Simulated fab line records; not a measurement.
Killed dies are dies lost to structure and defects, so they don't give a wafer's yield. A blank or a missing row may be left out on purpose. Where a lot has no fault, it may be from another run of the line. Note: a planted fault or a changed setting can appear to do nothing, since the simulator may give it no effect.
Chamber matching -- flow n5Finfet -- N5_MIM_BOT_ETCH_ETCH_04 on rieDiel-06: 4 sister chambers
The step etches SiNx in CF4/O2, target depth 26 nm, time 13 s. 4 wafers are shown with their chamber, then 8 later ones without.

WAFERS, EACH WITH ITS CHAMBER
wafer,chamber,showerheadPlenumPTorr (Torr)
L082.6,3,2.34
L083.6,0,2.20
L087.6,2,2.34
L089.4,1,2.11

WAFERS MISSING THEIR CHAMBER
wafer,showerheadPlenumPTorr (Torr)
L089.5,2.11
L089.6,2.19
L092.2,2.33
L092.3,2.33
L092.6,2.33
L097.2,2.33
L097.3,2.11
L097.5,2.33

WHICH CHAMBER EACH WENT THROUGH
wafer,from the rows above,in truth
L089.5,1,1
L089.6,0,0
L092.2,can't be placed: 2 or 3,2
L092.3,can't be placed: 2 or 3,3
L092.6,can't be placed: 2 or 3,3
L097.2,can't be placed: 2 or 3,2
L097.3,1,1
L097.5,can't be placed: 2 or 3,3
Correctly placed: 3 of 8. From these rows, 5 cannot be placed; in 5 the true chamber is one of the candidates. Placed wrongly: 0.
How it was worked out, from the rows above alone: a wafer's distance from a chamber is the root of the sum, over the readings, of the square of ((its reading less the chamber's mean) divided by the reading's scatter). The wafer belongs to the nearest chamber; if the next one is less than 2 further off, it can't be placed. Each chamber's mean is taken over the wafers shown for it. The scatter: with one shown wafer a chamber, the root of the mean of the squares of how far each hidden wafer lies from its nearest shown one.
